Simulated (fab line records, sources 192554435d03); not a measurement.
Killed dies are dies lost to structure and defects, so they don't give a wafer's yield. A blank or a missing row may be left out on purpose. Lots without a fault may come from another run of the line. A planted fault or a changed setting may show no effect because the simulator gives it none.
Chamber matching | flow n5_finfet | N5_BEOL_M0_SAQP_ETCH_73 on rie_diel-02: 4 sister chambers
The step etches SiARC in CF4, target depth 19.5 nm, time 32.5 s. 4 wafers are shown with their chamber, then 7 later ones without.

WAFERS WITH THEIR CHAMBER
wafer  | chamber | showerhead_plenum_p_Torr (Torr)
L080.5 | 2       | 2.11
L080.6 | 1       | 2.05
L082.1 | 3       | 2.04
L082.2 | 0       | 2.10

WAFERS WITHOUT THEIR CHAMBER
wafer  | showerhead_plenum_p_Torr (Torr)
L082.5 | 2.04
L091.2 | 2.09
L091.4 | 2.04
L091.6 | 2.09
L096.1 | 2.04
L096.3 | 2.04
L096.5 | 2.10

WHICH CHAMBER EACH WENT THROUGH
wafer  | from the rows above     | in truth
L082.5 | can't be placed: 3 or 1 | 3
L091.2 | can't be placed: 0 or 2 | 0
L091.4 | can't be placed: 3 or 1 | 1
L091.6 | can't be placed: 0 or 2 | 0
L096.1 | can't be placed: 3 or 1 | 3
L096.3 | can't be placed: 3 or 1 | 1
L096.5 | can't be placed: 0 or 2 | 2
Placed correctly: 0 of 7. Can't be placed from these rows: 7 (the true chamber is among the candidates in 7). Placed wrongly: 0.
How it was worked out, from the rows above alone: a wafer's distance from a chamber is the root of the sum, over the readings, of the square of ((its reading less the chamber's mean) divided by the reading's scatter). The wafer belongs to the nearest chamber; if the next one is less than 2 further off, it can't be placed. A chamber's mean is the mean of its shown wafers. The scatter: with one shown wafer a chamber, the root of the mean of the squares of how far each hidden wafer lies from its nearest shown one.
